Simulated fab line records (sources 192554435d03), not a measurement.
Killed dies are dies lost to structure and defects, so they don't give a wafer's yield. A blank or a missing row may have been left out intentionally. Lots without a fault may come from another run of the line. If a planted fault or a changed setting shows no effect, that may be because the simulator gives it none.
A lot that was struck, set against a sound lot -- flow n5-finfet -- 15 out of 1938 route steps
Sound: these wafers, L249.2, L249.4, L249.5. Struck: wafer L255.5. (L255.3 of the same lot was not struck and is left out.) The cause comes at the end.
Order at every step that has rows: each side's tool, ch and its chambers, its first start. Under that, the readings that differ: sound wafers -- struck wafers -- difference of the means -- sigmas: that difference in standard deviations of wafers without a fault.
alike: readings with means less than 2 such deviations apart, plus words and numbers identical on both sides. not compared: withheld readings, readings lacking a value on some wafer, bounds such as >300 that could conceal the same value, and numbers that have no deviation in the record and whose values overlap.
A row with sigmas, a row that says differs or no value, or rows on one side alone: a step with any of these is where the two part. Non-overlapping numbers with no deviation appear without sigmas and do not part them. A reading missing from all wafers of one side parts the sides only when that side holds two or more wafers.

N5_BEOL_M11_VIA_ETCH_34: etches SiCOH lowk in C4F6/O2, target depth 184.5 nm, time 69.2 s.
  sound on rie-diel-06 ch 1,2, day 14 08:49; struck on rie-diel-02 ch 2, day 16 02:23
  alike: drypump-motor-current-A, oes-product-au, rf-vpp-V, showerhead-plenum-p-Torr, throttle-valve-pct
  not compared: rf-hours-counter-h
then, 1 step without rows for these wafers: N5_BEOL_M11_STRIP_73 (strips in C4F6/O2).
N5_BEOL_M11_STRIP_36: strips in N2/H2.
  sound on rie-diel-06 ch 1,2, day 14 08:53; struck on rie-diel-02 ch 2, day 16 02:26
  alike: drypump-motor-current-A, oes-product-au, rf-vpp-V, showerhead-plenum-p-Torr, throttle-valve-pct
  not compared: rf-hours-counter-h
then, 1 step without rows for these wafers: N5_BEOL_M11_TRENCH_ETCH_37 (etches SiCOH lowk in C4F6/O2, target depth 148.83 nm, time 48 s).
N5_BEOL_M11_ETCH_41: etches SiCN in CH3F/O2, target depth 42.6 nm, time 86 s.
  sound on rie-diel-06 ch 1,2; struck on rie-diel-02 ch 2
  alike: drypump-motor-current-A, oes-product-au, rf-vpp-V, showerhead-plenum-p-Torr, throttle-valve-pct
  not compared: rf-hours-counter-h
N5_BEOL_M11_STRIP_77: strips in N2/H2, time 10 s.
  sound on rie-diel-06 ch 1,2; struck on rie-diel-02 ch 2
  alike: drypump-motor-current-A, oes-product-au, rf-vpp-V, showerhead-plenum-p-Torr, throttle-valve-pct
  not compared: rf-hours-counter-h
N5_BEOL_M11_OCD_MEAS_38:
  sound: ocd-02 at day 14 09:06; struck: ocd-02 at day 16 02:40
  alike: trench-depth-nm
then, 4 steps without rows for these wafers: N5_BEOL_M11_HM_STRIP_39 (strips TiN in peroxide tin strip, target depth 25 nm, time 158 s); N5_BEOL_M11_SRD_40 (time 30 s); N5_BEOL_M11_PRECLEAN_42 (cleans in residue remover, time 60 s); N5_BEOL_M11_SRD_43 (time 30 s).
N5_BEOL_M11_CD_MEAS_35: target cd 70 nm.
  sound: cd-sem-02 at day 14 09:16; struck: cd-sem-03 at day 16 02:55
  alike: cd-nm
N5_BEOL_M11_CURE_72: cures SiCOH lowk, time 120 s.
  sound on uv-cure-01 ch 1, day 14 09:21; struck on uv-cure-03 ch 0, day 16 03:04
reading,sound,struck,difference,sigmas
lamp-power-pct (%),52.32 52.34 52.30,51.46,-0.86,-16
run-length-s (s),178.8 179.0 178.7,161.5,-17.3,-16
wafer_temp_C_max,372.0 373.0 372.9,370.9,-1.7,-3
N5_BEOL_M11_DEGAS_44: time 60 s.
  sound: pvd-sputter-03 at day 14 09:41; struck: pvd-sputter-03 at day 16 04:17
  alike: heater-power-w
-- here the record skips 2 days between the struck wafers' starts before and after, leaving off in module BEOL_M11 and picking up in module PASSIVATION (first step shown: number 1936 of the route) --
N5_PASSIVATION_PROBE_49:
  sound: prober-01 at day 16 02:49; struck: prober-02 at day 18 11:47
reading,sound,struck,difference,sigmas
killed-short,43 35 36,55,+17,+2
  alike: defect-limited-yield, killed_at_M0_to_M3, killed_at_M4_up, killed-at-contacts, killed-at-front-end, killed-at-other, killed-dies, killed-open, sort_bin_5_function, sort_bin_6_memory, sort-n-pass, sort-yield-pct

## WHERE THEY PART
At N5_BEOL_M11_CURE_72 first; at N5_PASSIVATION_PROBE_49 last (within this record only).

WHY: the cause the simulator had injected
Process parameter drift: uv-cure-03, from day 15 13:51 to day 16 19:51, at N5_BEOL_M11_CURE_72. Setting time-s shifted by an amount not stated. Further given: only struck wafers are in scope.
